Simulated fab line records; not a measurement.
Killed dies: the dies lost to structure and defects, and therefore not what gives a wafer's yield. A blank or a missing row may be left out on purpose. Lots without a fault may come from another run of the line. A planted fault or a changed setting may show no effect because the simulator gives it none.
Chamber matching | flow nandHarc | NHARC_P_GATE_ETCH_104 on rieDiel-06: 4 sister chambers
The step etches the open film in CF4/CHF3, target depth 60 nm. 14 wafers are shown with their chamber, then 7 later ones without.

## WAFERS PAIRED WITH THEIR CHAMBERS
wafer  | chamber | drypumpMotorCurrentA (A) | rfVppV (V) | throttleValvePct (%)
L682.2 | 0       | 5.9                      | 369.3      | 16.810
L682.4 | 2       | 6.5                      | 370.0      | 16.794
L682.5 | 0       | 5.9                      | 370.2      | 16.813
L691.2 | 3       | 5.7                      | 370.9      | 16.805
L691.5 | 0       | 6.0                      | 369.2      | 16.826
L691.6 | 3       | 5.7                      | 373.1      | 16.804
L693.3 | 0       | 5.9                      | 369.8      | 16.809
L693.4 | 3       | 5.7                      | 371.8      | 16.798
L693.5 | 3       | 5.7                      | 371.2      | 16.809
L695.1 | 1       | 5.7                      | 370.6      | 16.804
L695.3 | 2       | 6.5                      | 370.6      | 16.800
L695.5 | 3       | 5.7                      | 370.5      | 16.794
L698.1 | 3       | 5.6                      | 371.7      | 16.799
L698.2 | 1       | 5.7                      | 369.9      | 16.811

SIGNATURES (means of the wafers above)
reading              | chamber 0 | chamber 1 | chamber 2 | chamber 3 | scatter within a chamber
drypumpMotorCurrentA | 5.925     | 5.700     | 6.500     | 5.683     | 0.0398
rfVppV               | 369.625   | 370.250   | 370.300   | 371.533   | 0.722
throttleValvePct     | 16.81450  | 16.80750  | 16.79700  | 16.80150  | 0.00614
Rule: distance of a wafer from a chamber = root of the sum over the readings of ((wafer's reading minus chamber's mean) / reading's scatter) squared. If the next closest chamber is less than 2 further off than the closest, the wafer can't be placed; otherwise it belongs to the closest. The scatter: the root of (the sum of the squares of (reading less its chamber's mean) over the shown wafers, divided by (wafers less chambers)).

## WAFERS WHOSE CHAMBER IS MISSING
wafer  | drypumpMotorCurrentA (A) | rfVppV (V) | throttleValvePct (%)
L698.4 | 5.7                      | 368.3      | 16.805
L700.2 | 5.7                      | 371.8      | 16.824
L700.4 | 6.5                      | 370.9      | 16.807
L700.6 | 6.5                      | 369.1      | 16.810
L702.3 | 6.5                      | 370.7      | 16.799
L702.4 | 6.0                      | 369.5      | 16.821
L702.5 | 5.7                      | 369.7      | 16.808

## EACH ONE'S CHAMBER
wafer  | from the rows above     | in truth
L698.4 | can't be placed: 1 or 3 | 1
L700.2 | can't be placed: 1 or 3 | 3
L700.4 | 2                       | 2
L700.6 | 2                       | 2
L702.3 | 2                       | 2
L702.4 | 0                       | 0
L702.5 | 1                       | 1
5 of 7 placed correctly. These rows do not allow placing 2 (true chamber among the candidates in 2). Placed wrongly: 0.
